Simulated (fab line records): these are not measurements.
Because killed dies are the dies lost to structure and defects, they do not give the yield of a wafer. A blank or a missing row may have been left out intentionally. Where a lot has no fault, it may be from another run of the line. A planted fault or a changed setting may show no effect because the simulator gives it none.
The tool behind it: which one? / flow nand_harc / 18 wafers sampled from 6 lots at 1 step of a route of 1159

== WHAT THE GAUGES READ, wafer by wafer ==
NHARC_A_SGD_CUT_CD_MEAS_09: target cd 100 nm.
lot=L173; measured=day 14 12:35; on=cd_sem-01; cd_nm (nm)=100.0 100.6 100.2
lot=L175; measured=day 15 04:01; on=cd_sem-03; cd_nm (nm)=99.0 99.3 100.1
lot=L176; measured=day 15 22:19; on=cd_sem-03; cd_nm (nm)=100.2 99.9 100.0
lot=L182; measured=day 17 01:58; on=cd_sem-03; cd_nm (nm)=99.0 98.9 99.7
lot=L189; measured=day 18 11:23; on=cd_sem-02; cd_nm (nm)=101.1 99.8 100.3
lot=L191; measured=day 18 22:24; on=cd_sem-02; cd_nm (nm)=99.2 99.5 99.5

== EACH LOT AND THE TOOL THAT RAN IT (in order: tool; ch and the chambers of the sampled wafers; start) ==
The record shows no process step preceding these readings.

== THE ANSWER, worked out from the rows above alone ==
Rule: the lots themselves supply what counts as usual. The widest of any qualifying gaps counts: lots, ordered by their means at a reading, are off when they make up no more than a third of the lots, leave a main group of 4 or more, and stand apart from it by 3 or more times the standard deviation of that group's means. If all means in a main group match to the digits the tables above print for the reading, that group is not used. Also off: a lot with no number at a reading for which 4 or more lots have one. Any other lot the step has rows for is counted as sound.
None of the lots is off at any reading shown; this tells nothing.

== WHAT THE SIMULATOR HAD INSERTED ==
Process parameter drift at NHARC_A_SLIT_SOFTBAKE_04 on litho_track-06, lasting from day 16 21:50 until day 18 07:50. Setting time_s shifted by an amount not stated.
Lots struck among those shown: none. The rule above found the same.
